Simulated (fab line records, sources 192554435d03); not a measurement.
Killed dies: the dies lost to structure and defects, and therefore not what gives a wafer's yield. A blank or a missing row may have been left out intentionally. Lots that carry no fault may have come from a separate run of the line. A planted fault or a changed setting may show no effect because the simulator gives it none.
Chamber matching :: flow n5Finfet :: 3 sister chambers for N5_BEOL_M1_DEP_57 on pecvd-02
The step deposits SiCN from 3MS/NH3, target thk 8 nm, time 14 s. 3 wafers are shown with their chamber, then 7 later ones without.

== EACH WAFER AND ITS CHAMBER ==
wafer: L080.6
chamber: 0
throttleValvePct (%): 8.8

wafer: L085.3
chamber: 2
throttleValvePct (%): 8.2

wafer: L085.5
chamber: 1
throttleValvePct (%): 9.4

== WAFERS WHOSE CHAMBER IS MISSING ==
wafer: L085.6
throttleValvePct (%): 8.4

wafer: L088.1
throttleValvePct (%): 9.7

wafer: L088.5
throttleValvePct (%): 8.4

wafer: L088.6
throttleValvePct (%): 10.0

wafer: L091.1
throttleValvePct (%): 8.8

wafer: L091.4
throttleValvePct (%): 9.6

wafer: L091.5
throttleValvePct (%): 8.6

== THE CHAMBER EACH PASSED THROUGH ==
wafer: L085.6
from the rows above: can't be placed: 2 or 0
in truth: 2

wafer: L088.1
from the rows above: 1
in truth: 1

wafer: L088.5
from the rows above: can't be placed: 2 or 0
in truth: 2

wafer: L088.6
from the rows above: 1
in truth: 1

wafer: L091.1
from the rows above: 0
in truth: 0

wafer: L091.4
from the rows above: 1
in truth: 1

wafer: L091.5
from the rows above: can't be placed: 0 or 2
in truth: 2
Correctly placed: 4 of 7. Can't be placed from these rows: 3 (the true chamber is among the candidates in 3). Placed wrongly: 0.
How it was worked out, from the rows above alone: a wafer's distance from a chamber is the root of the sum, over the readings, of the square of ((its reading less the chamber's mean) divided by the reading's scatter). If the next closest chamber is less than 2 further off than the closest, the wafer can't be placed; otherwise it belongs to the closest. For every chamber, the mean is computed from those of its wafers that are shown. The scatter: root of mean squared gap, hidden wafer to nearest shown wafer, with one shown wafer a chamber.
